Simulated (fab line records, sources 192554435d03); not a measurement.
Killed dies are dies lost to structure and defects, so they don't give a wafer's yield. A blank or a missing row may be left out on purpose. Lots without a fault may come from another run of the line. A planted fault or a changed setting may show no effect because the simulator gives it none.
fab line records | flow n5_finfet
record lots=4 wafers=12 last_day=18
route steps=1938 shown BEOL_M4@1099 BEOL_M5@1112 PASSIVATION@1915
lots that met no fault: from a run of the same line without faults
start_h: hours from the record's first day to the start of the lot's first wafer shown | wait_h: hours since the lot's step before | " the same as in the row above | L1.1+2: a row that stands for several wafers | - no value, or no start given | * or withheld: withheld | < > ~ a bound
route shown NAME@n: a module of which the file shows steps, and the number in the route of the first | usual: mean/standard deviation of fault-free wafers | same: alike in all rows | chamber/n: place in a boat | sites: the reading at each site | _std_site: their standard deviation | _edge_site: outer sites' mean less inner sites' | radius_mm: how far each site lies from the wafer's centre | mask NAME#n: copy n | behind: the tool/chamber that last shaped the wafer | hold: why the lot was held/for how many hours/how that ended | device: the transistor (n, p or np) that didn't switch | end of line: the same wafers' tests at the end of the route | a step without rows: its recipe alone | killed: dies lost to structure and defects at the first sort, not the wafer's yield | map: a wafer's dies, x killed, . not, _ none there
set.NAME: the setting as run; set.NAME@STEP: as run at that earlier step | model.NAME: the simulator's own value behind a step, which no gauge read
lots at some steps of the route; a table a step, a row a wafer
services: from which hour (start_h, from the record's first day; less than 0 if before it) a tool's chamber was out of use, for how many hours, and why
## steps
# step N5_BEOL_M4_ANNEAL_95
# recipe temp_c=400 time_s=240 ambient=vacuum
# step N5_BEOL_M4_SPUTTER_96
# recipe material=Cu target_thk_a=45 temp_c=-20 chamber_pressure_pa=0.07 power_w=withheld time_s=8.29
# step N5_BEOL_M4_ECD_50
# recipe material=Cu target_thk_a=3000
# step N5_BEOL_M4_ANNEAL_51
# recipe temp_c=225 time_s=90 ambient=N2
# step N5_BEOL_M4_CMP_52
# recipe stop_on=SiOC t_overpolish_s=6.8 down_force_psi=1 platen_rpm=50 clearing_platen_down_force_psi=1.5 clearing_platen_rpm=50 post_cmp_clean=cu_alkaline target_thk_nm=40 clearing_platen_pad_velocity_m_s=0.99484 pad_velocity_m_s=0.99484
# step N5_BEOL_M4_PRE_CLEAN_60
# recipe gas=NH3/H2 time_s=15 temp_c=* rf_power_w=300
# step N5_BEOL_M4_CO_CAP_55
# recipe material=Co target_thk_a=20 temp_c=200 precursor=CCTBA/H2 pressure_torr=30 time_s=102.1
# step N5_BEOL_M4_PRE_CLEAN_56
# recipe gas=NH3 time_s=15 temp_c=withheld rf_power_w=300
# step N5_BEOL_M4_DEP_57
# recipe material=SiCN target_thk_a=80 temp_c=withheld precursor=3MS/NH3 pressure_torr=3 rf_w=202 time_s=14
# step N5_BEOL_M4_RC_MEAS_101
# usual DIBL_N=37.2/2.5 DIBL_P=38/3 IOFF_N=0.17/0.044 IOFF_P=0.24/0.059 ION_N=667/13 ION_P=461/7.9 SS_N=71.8/0.86 SS_P=73.6/0.92 VT_N=250/4.1 VT_P=-249/3.9
# columns lot.wafer tool chamber start_h wait_h DIBL_N[mV/V] DIBL_P[mV/V] IOFF_N[nA/um] IOFF_P[nA/um] ION_N[uA/um] ION_P[uA/um] SS_N[mV/dec] SS_P[mV/dec] VT_N[mV] VT_P[mV]
L101.2 prober-02 0 222.67 0.2 38.1 39 0.17 0.24 668 468 70.7 73.5 251 -249
L101.3 " 0 " " 39.5 41 0.22 0.29 685 473 71.3 73.9 248 -243
L101.4 " 0 " " 35.0 35 0.13 0.18 651 457 70.9 72.6 251 -252
L104.2 prober-01 0 253.40 0.2 40.6 41 0.22 0.42 684 483 73.4 74.5 244 -238
L104.4 " 0 " " 40.4 40 0.19 0.34 668 469 73.3 73.7 250 -241
L104.5 " 0 " " 37.3 37 0.16 0.29 668 476 71.8 73.7 249 -242
L109.1 prober-02 0 271.83 0.0 37.2 36 0.15 0.23 654 457 71.6 73.5 253 -251
L109.4 " 0 " " 38.8 39 0.17 0.27 652 459 72.4 74.6 251 -248
L109.6 " 0 " " 34.4 33 0.12 0.20 640 451 71.1 71.8 258 -249
L115.1 prober-02 0 314.09 0.0 31.5 33 0.09 0.15 642 449 70.5 72.2 260 -256
L115.4 " 0 " " 34.6 34 0.13 0.17 657 447 70.6 72.6 256 -253
L115.5 " 0 " " 35.4 35 0.14 0.18 660 454 71.4 72.5 252 -253
# step N5_BEOL_M5_ILD_DEP_00
# recipe material=SiCOH_lowk target_thk_a=1406.4 temp_c=300 precursor=DEMS/porogen pressure_torr=5 rf_w=500 time_s=25.9
# step N5_BEOL_M5_CURE_79
# recipe temp_c=385 time_s=240 ambient=He/Ar material=SiCOH_lowk
# step N5_BEOL_M5_PECVD_70
# recipe material=SiO2 target_thk_a=160 temp_c=400 precursor=TEOS/O2 pressure_torr=5.5 rf_w=450 teos_flow_sccm=53.8 gas=O2 flow_sccm=3000 time_s=18
# step N5_BEOL_M5_HM_DEP_02
# recipe material=TiN target_thk_a=200 temp_c=25 chamber_pressure_pa=0.49996
# step N5_BEOL_M5_COAT_59
# recipe resist=SOC temp_c=250 time_s=60 spin_rpm=1500 resist_thk_nm=60
# step N5_BEOL_M5_COAT_60
# recipe resist=SiARC temp_c=220 time_s=60 spin_rpm=1500 resist_thk_nm=12
# step N5_BEOL_M5_COAT_71
# recipe resist=underlayer temp_c=205 time_s=60 spin_rpm=1500 resist_thk_nm=5
# step N5_BEOL_M5_COAT_05
# recipe resist=CAR-EUV spin_rpm=1500 resist_thk_nm=30
# step N5_BEOL_M5_EBR_07
# recipe solvent=PGMEA ebr_width_mm=1.5
# step N5_BEOL_M5_SOFTBAKE_06
# recipe temp_c=110 time_s=60 resist=CAR-EUV
# step N5_BEOL_M5_EXPOSE_08
# recipe mask_id=M5 na=0.33 source_shape=annular sigma_inner=0.4 sigma_outer=0.8 polarization=unpolarized target_cd_nm=28 dose_mj=35.75
# step N5_BEOL_M5_PEB_09
# recipe peb_temp_c=100 peb_time_s=60 resist=CAR-EUV
# step N5_BEOL_M5_DEVELOP_10
# recipe develop_time_s=30 developer=TMAH resist=CAR-EUV rinse_liquid=surfactant_rinse dry=air_spin dev_temp_c=23
# step N5_BEOL_M5_DESCUM_16
# recipe chemistry=O2 time_s=7 source_power_w=50 bias_power_w=20 pressure_mtorr=20 rf_frequency_hz=2.712e+07 temp_c=40 resist=CAR-EUV o2_flow_sccm=225
# step N5_BEOL_M5_ETCH_72
# recipe chemistry=N2/H2 target=underlayer target_depth_a=65 mask_material=CAR-EUV time_s=5.2 ion_energy_ev=200 pressure_mtorr=30 source_w=840 bias_w=150 n2_flow_sccm=200 h2_flow_sccm=200 ends=cleared
# step N5_BEOL_M5_ETCH_61
# recipe chemistry=CF4 target=SiARC target_depth_a=156 mask_material=CAR-EUV time_s=26 ion_energy_ev=80 pressure_mtorr=40 source_w=545 bias_w=36 Ar_flow_sccm=100 cf4_flow_sccm=100 ends=cleared
# step N5_BEOL_M5_ETCH_62
# recipe chemistry=N2/H2 target=SOC target_depth_a=750 overetch_a=150 mask_material=SiARC temp_c=40 time_s=112.5 ion_energy_ev=200 pressure_mtorr=30 source_w=840 bias_w=150 n2_flow_sccm=200 h2_flow_sccm=200
# step N5_BEOL_M5_STRIP_63
# recipe chemistry=N2/H2 temp_c=40 n2_flow_sccm=200 h2_flow_sccm=200 rf_frequency_hz=6e+07
# step N5_BEOL_M5_STRIP_73
# recipe chemistry=N2/H2 temp_c=40 n2_flow_sccm=200 h2_flow_sccm=200 rf_frequency_hz=6e+07
# step N5_BEOL_M5_STRIP_64
# recipe chemistry=CF4 resist=SiARC power_w=300 bias_power_w=75 pressure_mtorr=50 cf4_flow_sccm=150 rf_frequency_hz=6e+07
# step N5_BEOL_M5_HM_OPEN_17
# recipe chemistry=Cl2/BCl3 target_depth_a=200 overetch_a=60 target=TiN mask_material=SOC ion_energy_ev=150 pressure_mtorr=10 icp_w=1000 bias_w=126 Cl2_flow_sccm=53.25 bcl3_flow_sccm=21.75 Ar_flow_sccm=25
# step N5_BEOL_M5_STRIP_19
# recipe chemistry=O2 power_w=400 temp_c=40 pressure_mtorr=30 rf_frequency_hz=6e+07 bias_power_w=0 overash_fraction=0.2 o2_flow_sccm=225
# step N5_BEOL_M5_COAT_65
# recipe resist=SOC temp_c=250 time_s=60 spin_rpm=1500 resist_thk_nm=60
# step N5_BEOL_M5_COAT_66
# recipe resist=SiARC temp_c=220 time_s=60 spin_rpm=1500 resist_thk_nm=12
# step N5_PASSIVATION_PECVD_53
# recipe material=SiO2 target_thk_a=8000 temp_c=400 precursor=TEOS/O2 pressure_torr=6.5 rf_w=withheld teos_flow_sccm=withheld gas=O2 flow_sccm=2650 time_s=169.4
# usual run_length_s=197.3/0.66
# columns lot.wafer tool chamber start_h wait_h run_length_s model.SiO2_of_PASSIVATION_PECVD_53.thk_nm
L101.2 pecvd-04 0 332.44 0.0 198.5 768.8
L101.3 " 0 " " 198.3 787
L101.4 " 1 " " 197.1 802
L104.2 pecvd-04 2 349.20 0.0 196.9 783.8
L104.4 " 1 " " 196.9 815.2
L104.5 " 2 " " 320.6 1377
L109.1 pecvd-04 2 374.54 0.0 320.5 1373
L109.4 " 2 " " 196.3 808.8
L109.6 " 1 " " 197.4 814.4
L115.1 pecvd-02 0 418.18 0.0 196.8 782.6
L115.4 " 2 " " 197.9 811.6
L115.5 " 0 " " 195.9 797
# step N5_PASSIVATION_PROBE_49
# usual defect_limited_yield=91.5/1.4 killed_at_M0_to_M3=32/11 killed_at_M4_up=12/4.4 killed_at_contacts=13/6.1 killed_at_front_end=39/12 killed_at_other=3.9/3 killed_dies=100/17 killed_on_rim=13/3.9 killed_open=66/12 killed_short=33/7.4 sort_bin_4_leakage=0.03/0.14 sort_bin_5_function=5.0/0.95 sort_bin_6_memory=3.2/0.66 sort_n_pass=1079/17 sort_yield_pct=91.4/1.5
# same gross_dies=1180 killed_at_back_side=0 sort_bin_8_speed[%]=0
# columns lot.wafer tool chamber start_h wait_h defect_limited_yield[%] killed_at_M0_to_M3 killed_at_M4_up killed_at_contacts killed_at_front_end killed_at_other killed_dies killed_on_rim killed_open killed_short sort_bin_4_leakage[%] sort_bin_5_function[%] sort_bin_6_memory[%] sort_n_pass sort_yield_pct[%]
L101.2 prober-02 - 336.40 0.1 91.3 36 10 8 45 4 103 10 68 35 0 5.0 3.4 1077 91.3
L101.3 prober-02 - 336.45 0.1 92.5 26 11 6 40 5 88 14 59 25 0 4.4 2.7 1092 92.5
L101.4 prober-02 - 336.50 0.2 94.1 22 13 4 31 0 70 10 55 15 0 3.5 2.4 1110 94.1
L104.5 prober-02 - 353.81 0.2 0 36 9 10 50 1075 1180 152 80 35 0 95.9 3.7 0 0
L109.1 prober-02 - 378.23 0.0 0 35 18 8 40 1079 1180 152 56 46 0 96.4 3.0 0 0
L109.4 prober-02 - 378.38 0.2 91.4 37 10 9 45 1 102 9 64 38 0 5.4 3.0 1078 91.4
L109.6 prober-02 - 378.48 0.3 90.3 45 12 4 50 3 114 15 69 44 0 5.7 3.6 1066 90.3
L115.1 prober-02 - 422.25 0.0 91.6 23 9 10 51 6 99 9 66 32 0 4.7 3.6 1081 91.6
# killed by level:class
L101.2 FIN_SAQP:geometric_particle:open=15 BEOL_M0_SAQP:geometric_particle:short=11 FIN_SAQP:geometric_particle:short=9 MOL_CONTACT_COAG:geometric_particle:open=8 BEOL_M0_SAQP:geometric_particle:open=8 STI_FIN_REVEAL:geometric_particle:open=8 BEOL_M3:geometric_particle:open=8 BEOL_M5:geometric_particle:open=4
L101.3 STI_FIN_REVEAL:geometric_particle:open=14 BEOL_M0_SAQP:geometric_particle:open=11 BEOL_M0_SAQP:geometric_particle:short=9 MOL_CONTACT_COAG:geometric_particle:open=5 FIN_SAQP:geometric_particle:open=4 STARTING-WAFER:geometric_particle:open=4 BEOL_M6:geometric_particle:open=4 DUMMY_GATE:geometric_particle:open=3
L101.4 BEOL_M3:geometric_particle:open=8 GATE_CUT:geometric_particle:open=7 FIN_SAQP:geometric_particle:open=5 GATE_CUT:geometric_particle:short=5 MOL_CONTACT_COAG:geometric_particle:open=4 BEOL_M1:geometric_particle:open=4 BEOL_M5:geometric_particle:open=4 DUMMY_GATE:geometric_particle:open=3
L104.5 PASSIVATION:area_pecvd=1064 STI_FIN_REVEAL:geometric_particle:open=19 BEOL_M3:geometric_particle:open=12 BEOL_M0_SAQP:geometric_particle:open=7 FIN_SAQP:geometric_particle:short=6 MOL_CONTACT_COAG:geometric_particle:open=6 STARTING-WAFER:geometric_particle:open=6 BEOL_M1:geometric_particle:open=5
L109.1 PASSIVATION:area_pecvd=1075 FIN_SAQP:geometric_particle:short=12 FIN_SAQP:geometric_particle:open=8 MOL_CONTACT_COAG:geometric_particle:open=8 BEOL_M0_SAQP:geometric_particle:short=8 BEOL_M0_SAQP:geometric_particle:open=7 STI_FIN_REVEAL:geometric_particle:open=6 BEOL_M5:geometric_particle:open=6
L109.4 STI_FIN_REVEAL:geometric_particle:open=13 FIN_SAQP:geometric_particle:short=11 MOL_CONTACT_COAG:geometric_particle:open=7 FIN_SAQP:geometric_particle:open=6 BEOL_M2:geometric_particle:open=6 BEOL_M0_SAQP:geometric_particle:open=5 BEOL_M1:geometric_particle:short=5 BEOL_M3:geometric_particle:open=5
L109.6 FIN_SAQP:geometric_particle:open=11 FIN_SAQP:geometric_particle:short=11 BEOL_M0_SAQP:geometric_particle:open=10 BEOL_M0_SAQP:geometric_particle:short=10 BEOL_M1:geometric_particle:open=6 BEOL_M2:geometric_particle:open=6 GATE_CUT:geometric_particle:open=5 BEOL_M3:geometric_particle:open=5
L115.1 GATE_CUT:geometric_particle:open=12 FIN_SAQP:geometric_particle:short=9 GATE_CUT:geometric_particle:short=8 FIN_SAQP:geometric_particle:open=6 DUMMY_GATE:geometric_particle:open=6 MOL_CONTACT_COAG:geometric_particle:open=6 BEOL_M2:geometric_particle:open=6 BEOL_M1:geometric_particle:open=5
# map L104.5 (x killed, . not)
_________________xxxxxxxxxxxx________________
______________xxxxxxxxxxxxxxxxxx_____________
___________xxxxxxxxxxxxxxxxxxxxxxxx__________
__________xxxxxxxxxxxxxxxxxxxxxxxxxx_________
________xxxxxxxxxxxxxxxxxxxxxxxxxxxxxx_______
_______xxxxxxxxxxxxxxxxxxxxxxxxxxxxxxxx______
______xxxxxxxxxxxxxxxxxxxxxxxxxxxxxxxxxx_____
_____xxxxxxxxxxxxxxxxxxxxxxxxxxxxxxxxxxxx____
____xxxxxxxxxxxxxxxxxxxxxxxxxxxxxxxxxxxxxx___
___xxxxxxxxxxxxxxxxxxxxxxxxxxxxxxxxxxxxxxxx__
___xxxxxxxxxxxxxxxxxxxxxxxxxxxxxxxxxxxxxxxx__
__xxxxxxxxxxxxxxxxxxxxxxxxxxxxxxxxxxxxxxxxxx_
__xxxxxxxxxxxxxxxxxxxxxxxxxxxxxxxxxxxxxxxxxx_
_xxxxxxxxxxxxxxxxxxxxxxxxxxxxxxxxxxxxxxxxxxxx
_xxxxxxxxxxxxxxxxxxxxxxxxxxxxxxxxxxxxxxxxxxxx
_xxxxxxxxxxxxxxxxxxxxxxxxxxxxxxxxxxxxxxxxxxxx
_xxxxxxxxxxxxxxxxxxxxxxxxxxxxxxxxxxxxxxxxxxxx
_xxxxxxxxxxxxxxxxxxxxxxxxxxxxxxxxxxxxxxxxxxxx
_xxxxxxxxxxxxxxxxxxxxxxxxxxxxxxxxxxxxxxxxxxxx
_xxxxxxxxxxxxxxxxxxxxxxxxxxxxxxxxxxxxxxxxxxxx
_xxxxxxxxxxxxxxxxxxxxxxxxxxxxxxxxxxxxxxxxxxxx
__xxxxxxxxxxxxxxxxxxxxxxxxxxxxxxxxxxxxxxxxxx_
__xxxxxxxxxxxxxxxxxxxxxxxxxxxxxxxxxxxxxxxxxx_
___xxxxxxxxxxxxxxxxxxxxxxxxxxxxxxxxxxxxxxxx__
___xxxxxxxxxxxxxxxxxxxxxxxxxxxxxxxxxxxxxxxx__
____xxxxxxxxxxxxxxxxxxxxxxxxxxxxxxxxxxxxxx___
_____xxxxxxxxxxxxxxxxxxxxxxxxxxxxxxxxxxxx____
______xxxxxxxxxxxxxxxxxxxxxxxxxxxxxxxxxx_____
_______xxxxxxxxxxxxxxxxxxxxxxxxxxxxxxxx______
________xxxxxxxxxxxxxxxxxxxxxxxxxxxxxx_______
__________xxxxxxxxxxxxxxxxxxxxxxxxxx_________
___________xxxxxxxxxxxxxxxxxxxxxxxx__________
______________xxxxxxxxxxxxxxxxxx_____________
_________________xxxxxxxxxxxx________________
# map L109.1 (x killed, . not)
_________________xxxxxxxxxxxx________________
______________xxxxxxxxxxxxxxxxxx_____________
___________xxxxxxxxxxxxxxxxxxxxxxxx__________
__________xxxxxxxxxxxxxxxxxxxxxxxxxx_________
________xxxxxxxxxxxxxxxxxxxxxxxxxxxxxx_______
_______xxxxxxxxxxxxxxxxxxxxxxxxxxxxxxxx______
______xxxxxxxxxxxxxxxxxxxxxxxxxxxxxxxxxx_____
_____xxxxxxxxxxxxxxxxxxxxxxxxxxxxxxxxxxxx____
____xxxxxxxxxxxxxxxxxxxxxxxxxxxxxxxxxxxxxx___
___xxxxxxxxxxxxxxxxxxxxxxxxxxxxxxxxxxxxxxxx__
___xxxxxxxxxxxxxxxxxxxxxxxxxxxxxxxxxxxxxxxx__
__xxxxxxxxxxxxxxxxxxxxxxxxxxxxxxxxxxxxxxxxxx_
__xxxxxxxxxxxxxxxxxxxxxxxxxxxxxxxxxxxxxxxxxx_
_xxxxxxxxxxxxxxxxxxxxxxxxxxxxxxxxxxxxxxxxxxxx
_xxxxxxxxxxxxxxxxxxxxxxxxxxxxxxxxxxxxxxxxxxxx
_xxxxxxxxxxxxxxxxxxxxxxxxxxxxxxxxxxxxxxxxxxxx
_xxxxxxxxxxxxxxxxxxxxxxxxxxxxxxxxxxxxxxxxxxxx
_xxxxxxxxxxxxxxxxxxxxxxxxxxxxxxxxxxxxxxxxxxxx
_xxxxxxxxxxxxxxxxxxxxxxxxxxxxxxxxxxxxxxxxxxxx
_xxxxxxxxxxxxxxxxxxxxxxxxxxxxxxxxxxxxxxxxxxxx
_xxxxxxxxxxxxxxxxxxxxxxxxxxxxxxxxxxxxxxxxxxxx
__xxxxxxxxxxxxxxxxxxxxxxxxxxxxxxxxxxxxxxxxxx_
__xxxxxxxxxxxxxxxxxxxxxxxxxxxxxxxxxxxxxxxxxx_
___xxxxxxxxxxxxxxxxxxxxxxxxxxxxxxxxxxxxxxxx__
___xxxxxxxxxxxxxxxxxxxxxxxxxxxxxxxxxxxxxxxx__
____xxxxxxxxxxxxxxxxxxxxxxxxxxxxxxxxxxxxxx___
_____xxxxxxxxxxxxxxxxxxxxxxxxxxxxxxxxxxxx____
______xxxxxxxxxxxxxxxxxxxxxxxxxxxxxxxxxx_____
_______xxxxxxxxxxxxxxxxxxxxxxxxxxxxxxxx______
________xxxxxxxxxxxxxxxxxxxxxxxxxxxxxx_______
__________xxxxxxxxxxxxxxxxxxxxxxxxxx_________
___________xxxxxxxxxxxxxxxxxxxxxxxx__________
______________xxxxxxxxxxxxxxxxxx_____________
_________________xxxxxxxxxxxx________________
## services
# columns tool chamber start_h hours kind
pecvd-04 2 331.10 2.1 scheduled_down
pecvd-02 - 332.83 0.4 repair
pecvd-02 1 381.66 5.5 scheduled_down
pecvd-02 - 387.42 0.9 repair
pecvd-02 2 393.78 5.5 scheduled_down
## key
first_sign step=N5_PASSIVATION_PECVD_53 reading=run_length_s direction=up sigmas=99+ usual=* struck=*
effect step=N5_PASSIVATION_PROBE_49 reading=killed_at_other direction=up sigmas=99+ usual=3.9 struck=1077
model_effect step=N5_PASSIVATION_PECVD_53 value=SiO2_of_PASSIVATION_PECVD_53.thk_nm without=794.9 struck=1375
more_kills_born_at N5_PASSIVATION_PECVD_53@pecvd-04=2139
met_at N5_PASSIVATION_PECVD_53
struck_wafers L104.5,L109.1
later_rows_left_out L104.5,L109.1
onset_between 332.44 349.20
fault kind=process_parameter_drift tool=pecvd-04 chamber=- onset_h=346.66 steps=N5_PASSIVATION_PECVD_53 channel=time_s offset=* shape=step end_h=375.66 scope=struck_wafers_only acts_in=* stated=*
# later_rows_left_out: the simulator's readings of these wafers behind a module that went badly wrong aren't trusted and aren't shown, but for the sort
